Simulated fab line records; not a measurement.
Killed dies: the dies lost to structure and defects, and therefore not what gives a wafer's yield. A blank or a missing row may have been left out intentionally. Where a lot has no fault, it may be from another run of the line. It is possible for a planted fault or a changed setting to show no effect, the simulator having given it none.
Code-filled problem report in 8D (eight disciplines) form ; flow nandHarc ; the parts of the form that need people (team, actions taken, sign-off) are left out

1. THE ISSUE
At NHARC_A_ONON_D1_THK_MEAS_34, thkNm averages 181.1 nm over 6 wafers from 2 lots, while fault-free wafers read 199.8 nm, standard deviation 2.8. That is -6.7 standard deviations from the usual mean.
The step: measures by ellipsometry.
First observed at day 12 18:27: wafer L714.3, on filmMetro-01. At this step, 39 wafers from 13 lots have a number in the record. The rule behind "out" and "out of limits": a value lying over 4 standard deviations away from the usual mean. Any other wafer with a number is counted as sound.

2. WHAT IT IS; WHAT IT IS NOT
question;is;is not
which readings at this step;thkNm;-
which lots;L714, L716;L704, L705, L706, L707, L711, L712, L715, L724, L725, L726, L727
which wafers of those lots;all that have a number;-
read on which gauges;filmMetro-01;filmMetro-02
when;from day 12 18:27;"up to then (18 sound wafers); but 15 sound wafers of L715, L724, L725, L726, L727 came after"

3. SUSPECTS, AND WHAT RULES EACH OUT
Counting: a tool at a process step up to the reading stays a suspect if it ran every lot that is out and no sound lot after the first of them.
- ruled out: the gauge at NHARC_A_ONON_D1_THK_MEAS_34. All the wafers that are out were read on filmMetro-01, but those of them that NHARC_A_ONON_D1_DEP_33 has rows for are out there too, on other tools.
- pecvd-02 at NHARC_A_ONON_D1_DEP_33 (deposits SiO2, target thk 200 nm): ruled out as a lasting fault. Following L714 (day 12 18:05), the first lot on it that is out, the sound lots L724 were run on it.
Left after counting: nothing in the record.

4. THE CAUSE (what the simulator had put in)
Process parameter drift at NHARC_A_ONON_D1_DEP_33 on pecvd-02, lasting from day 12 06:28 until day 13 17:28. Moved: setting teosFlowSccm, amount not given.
Counting ruled it out, wrongly: the rule takes a fault to strike every lot that its tool runs from its start on, and this one did not.

5. THE EFFECT CHAIN, in route order
Each row: a reading where the mean over the struck wafers with a number is more than 3 standard deviations away from the usual. Readings are gone through only where the record gives a usual standard deviation; hours: the median, over the lots, of the time from a lot's start at the first step in this table giving one to that lot's start at this step; sigmas: the change measured in usual standard deviations.
hours;step;reading;usual;on struck wafers;change;sigmas
0;NHARC_A_ONON_D1_DEP_33;mfcPrecursorSccm;161.4 sccm;144.1;-17.3;-32
0;NHARC_A_ONON_D1_THK_MEAS_34;thkNm;199.8 nm;181.1;-18.7;-6.7
Here are the process steps it includes:
- NHARC_A_ONON_D1_DEP_33: deposits SiO2, target thk 200 nm.

6. WHAT WOULD HAVE CAUGHT IT SOONER
12 hours passed between the start of the fault at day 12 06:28 and the first reading out of limits at a measuring or inspecting step in this record, taken at day 12 18:27.
At NHARC_A_ONON_D1_DEP_33, the tool's own readings (mfcPrecursorSccm) were out on each struck wafer the step has a row for, so an alarm limit on them would have fired on the first such wafer.
